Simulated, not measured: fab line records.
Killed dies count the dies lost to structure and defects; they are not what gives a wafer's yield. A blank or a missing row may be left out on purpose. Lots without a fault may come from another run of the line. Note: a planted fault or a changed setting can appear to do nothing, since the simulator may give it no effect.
A lot that was struck, set against a sound lot + flow n5 finfet + 14 out of 1938 route steps
Sound: these wafers, L218.3, L218.5, L218.6. Wafers L227.1, L227.4, L227.6 were the ones struck. The cause is given at the end.
At each step with rows: each side's tool, then ch and its chambers, then its first start. Under that, the readings that differ: sound wafers + struck wafers + difference of the means + sigmas: that difference in standard deviations of wafers without a fault.
alike: readings with means less than 2 such deviations apart, plus words and numbers identical on both sides. not compared: withheld readings, readings lacking a value on some wafer, bounds such as >300 that could conceal the same value, and numbers that have no deviation in the record and whose values overlap.
Wherever a step has rows on one side only, a row that says differs or no value, or a row with sigmas, the two part there. Numbers that have no deviation but don't overlap get no sigmas and don't part them. A reading that every wafer of one side lacks parts them only if that side has two wafers or more.

first, 1 step without rows for these wafers: N5_BEOL_M15_STRIP_62 (strips in O2).
N5_BEOL_M15_STRIP_37: strips in O2.
  sound: rie diel-04 ch 0,1,3; struck: rie diel-04 ch 1,2
  alike: chamber pressure mTorr, drypump motor current A, oes product au, rf vpp V, showerhead plenum p Torr, throttle valve pct
  not compared: rf hours counter h
then, 3 steps without rows for these wafers: N5_BEOL_M15_ETCH_38 (etches SiCN in CF4/N2, target depth 106.4 nm, time 120.5 s); N5_BEOL_M15_PRECLEAN_39 (cleans in residue remover, time 60 s); N5_BEOL_M15_SRD_40 (time 30 s, dry time 30 s).
N5_BEOL_M15_DEGAS_41: time 60 s.
  sound: pvd sputter-01 at day 12 16:58; struck: pvd sputter-03 at day 14 20:54
  alike: heater power w
then, 1 step without rows for these wafers: N5_BEOL_M15_PRE_CLEAN_42 (time 30 s).
N5_BEOL_M15_SPUTTER_43: material TaN, target thk 15 nm, time 24.19 s.
  sound: pvd sputter-01 at day 12 17:02; struck: pvd sputter-03 at day 14 20:59
  alike: bias v, throttle valve pct
then, 1 step without rows for these wafers: N5_BEOL_M15_SPUTTER_44 (material Ta, target thk 15 nm, time 24.19 s).
N5_BEOL_M15_SPUTTER_45: material Cu, target thk 100 nm, time 16.67 s.
  sound: pvd sputter-01 at day 12 17:12; struck: pvd sputter-03 at day 14 21:08
  alike: bias v, throttle valve pct
then, 1 step without rows for these wafers: N5_BEOL_M15_ECD_47 (material Cu, target thk 1860 nm).
N5_BEOL_M15_ANNEAL_48: time 90 s.
  sound on rtp anneal-01 ch 0, day 12 17:39; struck on rtp anneal-02 ch 0, day 14 22:20
  alike: wafer_temp_C_max
N5_BEOL_M15_CMP_49: polishes, stops on SiO2, t overpolish 4.9 s, target thk 850 nm.
  sound on cmp-03 ch 1,2,3, day 12 17:59; struck on cmp-03 ch 1,2,3, day 14 22:43
| reading                      | sound             | struck            | difference | sigmas |
|------------------------------|-------------------|-------------------|------------|--------|
| barrier field endpoint s (s) | 11.44 11.53 11.40 | 11.96 12.07 11.78 | +0.48      | +2     |
| platen rpm (rpm)             | 80.04 79.97 80.10 | 76.82 76.79 76.78 | -3.24      | -60    |
  alike: edge zone pressure frac, motor current A, overpolish run s
following that, these wafers have no rows for 1 step: N5_PASSIVATION_PROBE_49.

== WHERE THEY PART ==
At N5_BEOL_M15_CMP_49 and nowhere else, as far as this record goes.

WHY: what the simulator had put in
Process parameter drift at N5_BEOL_M15_CMP_49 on cmp-03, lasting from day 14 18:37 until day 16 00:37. The setting platen rpm was moved by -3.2, starting from 80. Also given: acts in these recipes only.
